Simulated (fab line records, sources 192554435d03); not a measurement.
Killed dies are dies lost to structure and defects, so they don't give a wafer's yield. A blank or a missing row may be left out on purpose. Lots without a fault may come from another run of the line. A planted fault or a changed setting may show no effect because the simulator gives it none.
Split-lot experiment | flow n5_finfet | 7 lots, 21 wafers read, on a route of 1938 steps

THE SPLIT
At N5_BEOL_M10_COAT_64 (time 60 s, resist thk 30 nm), the setting spin_rpm was moved away from the recipe's 1500 rpm on 10 of the 21 wafers read, by -10.3% to +7.2%. The other wafers ran this setting at the recipe's value.

FROM THE SPLIT TO THE READING: what the file shows between them, 4 steps
- N5_BEOL_M10_COAT_22: resist thk 90 nm
- N5_BEOL_M10_EBR_24
- N5_BEOL_M10_DESCUM_33: chemistry O2, time 7.9 s
- N5_BEOL_M10_ETCH_65: etches SiARC in CF4, target depth 39 nm, time 65 s

THE READING
SiARC_of_BEOL_M10_COAT_64.thk_nm (the simulator's own value, which no gauge read), in nm, at N5_BEOL_M10_ETCH_66 (etches SOC in N2/H2, target depth 120 nm, overetch 24 nm, time 180 s). The file gives no usual value for it. The 11 wafers here that ran the recipe average 22.8 nm, standard deviation 0.26 nm.

wafer  | tool, chamber at the split | spin_rpm as run, rpm | against the recipe | SiARC_of_BEOL_M10_COAT_64.thk_nm, nm | against lot-mates on the recipe
L075.1 | litho_track-04, 0          | 1500                 | recipe             | 23                                   | -
L075.3 | litho_track-04, 0          | 1605                 | +7.0%              | 21.6                                 | -1.4
L075.4 | litho_track-04, 0          | 1605                 | +7.0%              | 21.6                                 | -1.4
L079.1 | litho_track-02, 0          | 1608                 | +7.2%              | 21.4                                 | -1.6
L079.5 | litho_track-02, 0          | 1608                 | +7.2%              | 21.4                                 | -1.6
L079.3 | litho_track-02, 0          | 1500                 | recipe             | 23                                   | -
L081.2 | litho_track-02, 0          | 1500                 | recipe             | 22.6                                 | -
L081.4 | litho_track-02, 0          | 1345                 | -10.3%             | 24.2                                 | +1.6
L081.6 | litho_track-02, 0          | 1345                 | -10.3%             | 24.8                                 | +2.2
L083.1 | litho_track-02, 0          | 1366                 | -8.9%              | 24.4                                 | +1.9
L083.4 | litho_track-02, 0          | 1500                 | recipe             | 22.8                                 | -
L083.5 | litho_track-02, 0          | 1500                 | recipe             | 22.2                                 | -
L087.1 | litho_track-04, 0          | 1397                 | -6.9%              | 24                                   | +1.4
L087.2 | litho_track-04, 0          | 1397                 | -6.9%              | 23.4                                 | +0.8
L087.3 | litho_track-04, 0          | 1500                 | recipe             | 22.6                                 | -
L085.1 | litho_track-05, 0          | 1500                 | recipe             | 23                                   | -
L085.2 | litho_track-05, 0          | 1500                 | recipe             | 23                                   | -
L085.6 | litho_track-05, 0          | 1500                 | recipe             | 23.2                                 | -
L097.1 | litho_track-02, 0          | 1409                 | -6.1%              | 24                                   | +1.2
L097.3 | litho_track-02, 0          | 1500                 | recipe             | 22.8                                 | -
L097.5 | litho_track-02, 0          | 1500                 | recipe             | 22.8                                 | -

THE FIT
A straight line over all 21 wafers: SiARC_of_BEOL_M10_COAT_64.thk_nm changes by -0.17 nm for each +1% of spin_rpm; r = -0.96; the points scatter about the line by 0.27 nm.
The same after taking each lot's own level away (the mean of its wafers on the recipe; 21 wafers): -0.195 nm for each +1%; r = -0.98; scatter 0.2 nm.
On that fit, the largest move of spin_rpm shifts the reading by 2 nm.
The lots' own levels span 22.50 to 23.07 nm, that is 2.2 times the standard deviation above.
So the lot-to-lot level changes the slope: the two fits differ.
Check: with one of the wafers moved furthest among these (-10.3%) left out of the fit, the line predicts +2.06 nm for it against its lot-mates. It came out at +1.6 nm against them.

OTHER SPLITS ON THESE WAFERS
These wafers also went through other splits before the reading. Each is held against what the fit with the lots' levels taken away leaves over:
other split on the same wafers   | wafers away from the commonest value | r with SiARC_of_BEOL_M10_COAT_64.thk_nm (lot level and that fit taken away)
N5_BEOL_M9_TRENCH_ETCH_37 time_s | 3                                    | -0.39
N5_BEOL_M10_ETCH_62 time_s       | 8                                    | +0.19

THE WHOLE CHAIN: every reading that the file lists as answering this split, in the file's order
step                | what it does                                                         | reading                                                                             | change (the file's fit)               | r (the file's)
N5_BEOL_M10_COAT_64 | time 60 s, resist thk 30 nm                                          | SiARC_of_BEOL_M10_COAT_64.thk_nm (the simulator's own value, which no gauge read)   | -0.155 nm for each +1% of the setting | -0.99
N5_BEOL_M10_ETCH_65 | etches SiARC in CF4, target depth 39 nm, time 65 s                   | etch_rf_on_time_s                                                                   | withheld for each +1% of the setting  | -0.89
N5_BEOL_M10_ETCH_65 | etches SiARC in CF4, target depth 39 nm, time 65 s                   | etch.depth_nm (the simulator's own value, which no gauge read)                      | -0.162 nm for each +1% of the setting | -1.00
N5_BEOL_M10_ETCH_65 | etches SiARC in CF4, target depth 39 nm, time 65 s                   | CAR-ArF_of_BEOL_M10_COAT_22.thk_nm (the simulator's own value, which no gauge read) | +0.146 nm for each +1% of the setting | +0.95
N5_BEOL_M10_ETCH_66 | etches SOC in N2/H2, target depth 120 nm, overetch 24 nm, time 180 s | SiARC_of_BEOL_M10_COAT_64.thk_nm (the simulator's own value, which no gauge read)   | -0.196 nm for each +1% of the setting | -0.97

THE FILE'S OWN FIT
SiARC_of_BEOL_M10_COAT_64.thk_nm changes by -0.196 nm for each +1% of spin_rpm, r = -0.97.
